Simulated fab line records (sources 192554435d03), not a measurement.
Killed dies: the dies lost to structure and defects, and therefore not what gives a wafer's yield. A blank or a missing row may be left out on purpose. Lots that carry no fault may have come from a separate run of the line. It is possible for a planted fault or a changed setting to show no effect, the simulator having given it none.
Split-lot study + flow n5_finfet + 21 wafers read from 7 lots, route of 1938 steps

## ABOUT THE SPLIT
At N5_BEOL_M0_SAQP_PECVD_96 (deposits a-Si from SiH4/He, target thk 45 nm, time 45.2 s), the setting time_s was moved away from the recipe's 45.2 s on 3 of the 21 wafers read, by +6.6% to +11.9%. All remaining wafers had this setting at the recipe value.

## FROM THE SPLIT TO THE READING: what the file shows between them, 5 steps
- N5_BEOL_M0_SAQP_PEB_12: peb time 60 s (also split here: peb_time_s)
- N5_BEOL_M0_SAQP_DEVELOP_13: develop time 30 s
- N5_BEOL_M0_SAQP_CD_MEAS_14: target cd 42.5 nm
- N5_BEOL_M0_SAQP_ETCH_101: etches SiNx in CH3F/O2, target depth 29.9 nm, time 42.7 s
- N5_BEOL_M0_SAQP_ETCH_102: etches SiO2 in CF4, target depth 4 nm, time 4.4 s

## THE READING
etch.depth_nm (the simulator's own value, which no gauge read), in nm, at N5_BEOL_M0_SAQP_MANDREL_ETCH_103 (etches a-Si in HBr/Cl2, stops on SiCN, target depth 45 nm, bt time 10 s, time 27 s). There is no usual value for it anywhere in the file. Average 44.76 nm, standard deviation 0.52 nm, over the 18 wafers here run with the recipe.

| wafer  | tool, chamber at the split | time_s as run, s | against the recipe | etch.depth_nm, nm | against lot-mates on the recipe |
|--------|----------------------------|------------------|--------------------|-------------------|---------------------------------|
| L077.2 | pecvd-01, 2                | 45.2             | recipe             | 44.31             | -                               |
| L077.4 | pecvd-01, 2                | 45.2             | recipe             | 44.93             | -                               |
| L077.6 | pecvd-01, 1                | 45.2             | recipe             | 44.83             | -                               |
| L081.1 | pecvd-04, 0                | 45.2             | recipe             | 44.37             | -                               |
| L081.2 | pecvd-04, 2                | 45.2             | recipe             | 44.15             | -                               |
| L081.3 | pecvd-04, 1                | 45.2             | recipe             | 43.94             | -                               |
| L087.1 | pecvd-02, 2                | 45.2             | recipe             | 44.88             | -                               |
| L087.3 | pecvd-02, 0                | 45.2             | recipe             | 44.57             | -                               |
| L087.6 | pecvd-02, 0                | 45.2             | recipe             | 45.62             | -                               |
| L088.3 | pecvd-02, 1                | 45.2             | recipe             | 44.95             | -                               |
| L088.4 | pecvd-02, 0                | 48.18            | +6.6%              | 48.56             | +3.61                           |
| L088.5 | pecvd-02, 1                | 48.18            | +6.6%              | 48.96             | +4.01                           |
| L089.2 | pecvd-01, 1                | 45.2             | recipe             | 43.99             | -                               |
| L089.3 | pecvd-01, 0                | 45.2             | recipe             | 44.62             | -                               |
| L089.4 | pecvd-01, 0                | 45.2             | recipe             | 45.13             | -                               |
| L094.2 | pecvd-01, 0                | 45.2             | recipe             | 45.51             | -                               |
| L094.5 | pecvd-01, 0                | 45.2             | recipe             | 45.7              | -                               |
| L094.6 | pecvd-01, 1                | 50.57            | +11.9%             | 50.94             | +5.33                           |
| L097.1 | pecvd-01, 0                | 45.2             | recipe             | 45.21             | -                               |
| L097.2 | pecvd-01, 2                | 45.2             | recipe             | 44.63             | -                               |
| L097.3 | pecvd-01, 1                | 45.2             | recipe             | 44.42             | -                               |

FIT RESULTS
A straight line over all 21 wafers: etch.depth_nm changes by +0.551 nm for each +1% of time_s; r = +0.96; the points scatter about the line by 0.53 nm.
The same after taking each lot's own level away (the mean of its wafers on the recipe; 21 wafers): +0.495 nm for each +1%; r = +0.97; scatter 0.39 nm.
According to that fit, moving time_s by its largest amount changes the reading by 5.9 nm.
From 44.153 to 45.605 nm: that is the span of the lots' own levels, equal to 2.8 times the standard deviation above.
Thus the slope moves with the lot-to-lot level: the two fits are different.
Check: for one of the wafers moved furthest among these (+11.9%), held out of the fit, the line's prediction against its lot-mates is +6.87 nm. Against them it came out at +5.33 nm.

## OTHER SPLITS ON THESE WAFERS
Note: prior to the reading, these wafers also went through further splits. Each is held against what the fit with the lots' levels taken away leaves over:
| other split on the same wafers         | wafers away from the commonest value | r with etch.depth_nm (lot level and that fit taken away) |
|----------------------------------------|--------------------------------------|----------------------------------------------------------|
| N5_GATE_CUT_HM_DEP_46 time_s           | 4                                    | +0.46                                                    |
| N5_GATE_CUT_COAT_35 spin_rpm           | 7                                    | +0.35                                                    |
| N5_MOL_CONTACT_COAG_VIA_ETCH_46 bias_w | 4                                    | -0.09                                                    |
| N5_BEOL_M0_SAQP_PEB_12 peb_time_s      | 7                                    | +0.44                                                    |

## THE WHOLE CHAIN: every reading that the file lists as answering this split, in the file's order
| step                             | what it does                                                                       | reading                                                                               | change (the file's fit)               | r (the file's) |
|----------------------------------|------------------------------------------------------------------------------------|---------------------------------------------------------------------------------------|---------------------------------------|----------------|
| N5_BEOL_M0_SAQP_PECVD_96         | deposits a-Si from SiH4/He, target thk 45 nm, time 45.2 s                          | a-Si_of_BEOL_M0_SAQP_PECVD_96.thk_nm (the simulator's own value, which no gauge read) | +0.483 nm for each +1% of the setting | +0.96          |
| N5_BEOL_M0_SAQP_MANDREL_ETCH_103 | etches a-Si in HBr/Cl2, stops on SiCN, target depth 45 nm, bt time 10 s, time 27 s | etch.depth_nm (the simulator's own value, which no gauge read)                        | +0.48 nm for each +1% of the setting  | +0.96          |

## THE FILE'S OWN FIT
etch.depth_nm changes by +0.48 nm for each +1% of time_s, r = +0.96.
